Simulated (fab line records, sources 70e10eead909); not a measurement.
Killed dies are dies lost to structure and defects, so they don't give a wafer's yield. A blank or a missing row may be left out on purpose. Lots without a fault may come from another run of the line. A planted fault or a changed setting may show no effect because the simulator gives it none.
Chamber matching | flow nand_harc | NHARC_P_M0_DESCUM_14 on rie_diel-11: 4 sister chambers
The step chemistry O2, time 3 s. 14 wafers are shown with their chamber, then 7 later ones without.

WAFERS WITH THEIR CHAMBER
wafer  | chamber | showerhead_plenum_p_Torr (Torr) | drypump_motor_current_A (A) | throttle_valve_pct (%)
L921.1 | 1       | 1.80                            | 6.1                         | 11.316
L921.3 | 0       | 2.05                            | 5.4                         | 11.308
L921.5 | 0       | 2.05                            | 5.4                         | 11.303
L923.4 | 1       | 1.80                            | 6.1                         | 11.306
L923.5 | 1       | 1.80                            | 6.1                         | 11.312
L923.6 | 2       | 1.82                            | 5.9                         | 11.302
L926.2 | 2       | 1.82                            | 5.8                         | 11.302
L926.3 | 3       | 2.01                            | 5.0                         | 11.306
L926.5 | 0       | 2.05                            | 5.4                         | 11.318
L927.2 | 3       | 2.01                            | 5.1                         | 11.317
L927.5 | 0       | 2.05                            | 5.4                         | 11.310
L927.6 | 1       | 1.80                            | 6.1                         | 11.326
L934.2 | 1       | 1.80                            | 6.1                         | 11.304
L934.4 | 0       | 2.04                            | 5.4                         | 11.304

SIGNATURES (means of the wafers above)
reading                  | chamber 0 | chamber 1 | chamber 2 | chamber 3 | scatter within a chamber
showerhead_plenum_p_Torr | 2.0480    | 1.8000    | 1.8200    | 2.0100    | 0.00283
drypump_motor_current_A  | 5.400     | 6.100     | 5.850     | 5.050     | 0.0316
throttle_valve_pct       | 11.30860  | 11.31280  | 11.30200  | 11.31150  | 0.00716
Rule: a wafer's distance from a chamber is the root of the sum, over the readings, of the square of ((its reading less the chamber's mean) divided by the reading's scatter). The wafer belongs to the nearest chamber; if the next one is less than 2 further off, it can't be placed. The scatter: the root of (the sum of the squares of (reading less its chamber's mean) over the shown wafers, divided by (wafers less chambers)).

WAFERS WITHOUT THEIR CHAMBER
wafer  | showerhead_plenum_p_Torr (Torr) | drypump_motor_current_A (A) | throttle_valve_pct (%)
L934.5 | 1.80                            | 6.0                         | 11.310
L939.2 | 1.81                            | 5.8                         | 11.305
L939.4 | 1.79                            | 6.1                         | 11.301
L939.6 | 1.81                            | 5.8                         | 11.318
L941.1 | 1.81                            | 5.8                         | 11.312
L941.4 | 2.04                            | 5.4                         | 11.309
L941.5 | 1.81                            | 5.8                         | 11.309

WHICH CHAMBER EACH WENT THROUGH
wafer  | from the rows above | in truth
L934.5 | 1                   | 1
L939.2 | 2                   | 2
L939.4 | 1                   | 1
L939.6 | 2                   | 2
L941.1 | 2                   | 2
L941.4 | 0                   | 0
L941.5 | 2                   | 2
Placed correctly: 7 of 7. Can't be placed from these rows: 0. Placed wrongly: 0.
